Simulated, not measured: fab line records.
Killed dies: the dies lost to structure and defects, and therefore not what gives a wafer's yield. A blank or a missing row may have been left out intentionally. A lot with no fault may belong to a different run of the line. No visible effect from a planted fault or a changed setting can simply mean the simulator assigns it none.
Matching of chambers || flow n5-finfet || N5_BEOL_M14_DEP_53 on pecvd-04: 3 sister chambers
The step deposits SiCN from 3MS/NH3, target thk 50 nm, time 17.8 s. 6 wafers are shown with their chamber, then 7 later ones without.

WAFERS PAIRED WITH THEIR CHAMBERS
{"wafer": "L085.6", "chamber": 1, "throttle-valve-pct (%)": 20.1, "showerhead-plenum-p-Torr (Torr)": 4.146}
{"wafer": "L089.2", "chamber": 0, "throttle-valve-pct (%)": 18.6, "showerhead-plenum-p-Torr (Torr)": 4.160}
{"wafer": "L089.3", "chamber": 2, "throttle-valve-pct (%)": 17.4, "showerhead-plenum-p-Torr (Torr)": 4.122}
{"wafer": "L089.5", "chamber": 1, "throttle-valve-pct (%)": 20.1, "showerhead-plenum-p-Torr (Torr)": 4.148}
{"wafer": "L090.4", "chamber": 2, "throttle-valve-pct (%)": 17.2, "showerhead-plenum-p-Torr (Torr)": 4.123}
{"wafer": "L090.5", "chamber": 0, "throttle-valve-pct (%)": 18.7, "showerhead-plenum-p-Torr (Torr)": 4.156}

WAFERS WITHOUT THEIR CHAMBER
{"wafer": "L090.6", "throttle-valve-pct (%)": 19.9, "showerhead-plenum-p-Torr (Torr)": 4.149}
{"wafer": "L094.1", "throttle-valve-pct (%)": 18.5, "showerhead-plenum-p-Torr (Torr)": 4.155}
{"wafer": "L094.2", "throttle-valve-pct (%)": 17.5, "showerhead-plenum-p-Torr (Torr)": 4.126}
{"wafer": "L094.6", "throttle-valve-pct (%)": 17.4, "showerhead-plenum-p-Torr (Torr)": 4.118}
{"wafer": "L097.1", "throttle-valve-pct (%)": 20.1, "showerhead-plenum-p-Torr (Torr)": 4.152}
{"wafer": "L097.2", "throttle-valve-pct (%)": 17.6, "showerhead-plenum-p-Torr (Torr)": 4.113}
{"wafer": "L097.4", "throttle-valve-pct (%)": 20.1, "showerhead-plenum-p-Torr (Torr)": 4.141}

EACH ONE'S CHAMBER
{"wafer": "L090.6", "from the rows above": 1, "in truth": 1}
{"wafer": "L094.1", "from the rows above": 0, "in truth": 0}
{"wafer": "L094.2", "from the rows above": 2, "in truth": 2}
{"wafer": "L094.6", "from the rows above": 2, "in truth": 2}
{"wafer": "L097.1", "from the rows above": 1, "in truth": 1}
{"wafer": "L097.2", "from the rows above": 2, "in truth": 2}
{"wafer": "L097.4", "from the rows above": 1, "in truth": 1}
7 of 7 placed correctly. Left unplaced by these rows: 0. Number placed wrongly: 0.
How it was worked out, from the rows above alone: a wafer's distance from a chamber is the root of the sum, over the readings, of the square of ((its reading less the chamber's mean) divided by the reading's scatter). The wafer belongs to the nearest chamber; if the next one is less than 2 further off, it can't be placed. The mean given for a chamber averages the wafers shown for that chamber. How the scatter is found: for the shown wafers, subtract from each reading the mean of its chamber, square and add these, divide the total by (wafers less chambers), then take the root.
